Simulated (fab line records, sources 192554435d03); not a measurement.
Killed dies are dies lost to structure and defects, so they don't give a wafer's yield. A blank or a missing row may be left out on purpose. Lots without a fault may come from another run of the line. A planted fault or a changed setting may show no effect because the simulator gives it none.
Chamber matching | flow n5_finfet | N5_SDB_DESCUM_16 on rie_diel-06: 4 sister chambers
The step chemistry O2, time 7.9 s. 4 wafers are shown with their chamber, then 12 later ones without.

WAFERS WITH THEIR CHAMBER
wafer  | chamber | drypump_motor_current_A (A)
L085.4 | 2       | 5.8
L085.6 | 0       | 5.2
L090.2 | 3       | 5.1
L090.5 | 1       | 6.3

WAFERS WITHOUT THEIR CHAMBER
wafer  | drypump_motor_current_A (A)
L093.2 | 5.1
L093.5 | 5.8
L093.6 | 6.4
L095.1 | 6.3
L095.2 | 5.0
L095.3 | 5.2
L096.3 | 5.8
L096.5 | 6.4
L096.6 | 5.8
L097.1 | 6.3
L097.3 | 5.1
L097.4 | 5.2

WHICH CHAMBER EACH WENT THROUGH
wafer  | from the rows above | in truth
L093.2 | 3                   | 3
L093.5 | 2                   | 2
L093.6 | 1                   | 1
L095.1 | 1                   | 1
L095.2 | 3                   | 3
L095.3 | 0                   | 0
L096.3 | 2                   | 2
L096.5 | 1                   | 1
L096.6 | 2                   | 2
L097.1 | 1                   | 1
L097.3 | 3                   | 3
L097.4 | 0                   | 0
Placed correctly: 12 of 12. Can't be placed from these rows: 0. Placed wrongly: 0.
How it was worked out, from the rows above alone: a wafer's distance from a chamber is the root of the sum, over the readings, of the square of ((its reading less the chamber's mean) divided by the reading's scatter). The wafer belongs to the nearest chamber; if the next one is less than 2 further off, it can't be placed. A chamber's mean is the mean of its shown wafers. The scatter: with one shown wafer a chamber, the root of the mean of the squares of how far each hidden wafer lies from its nearest shown one.
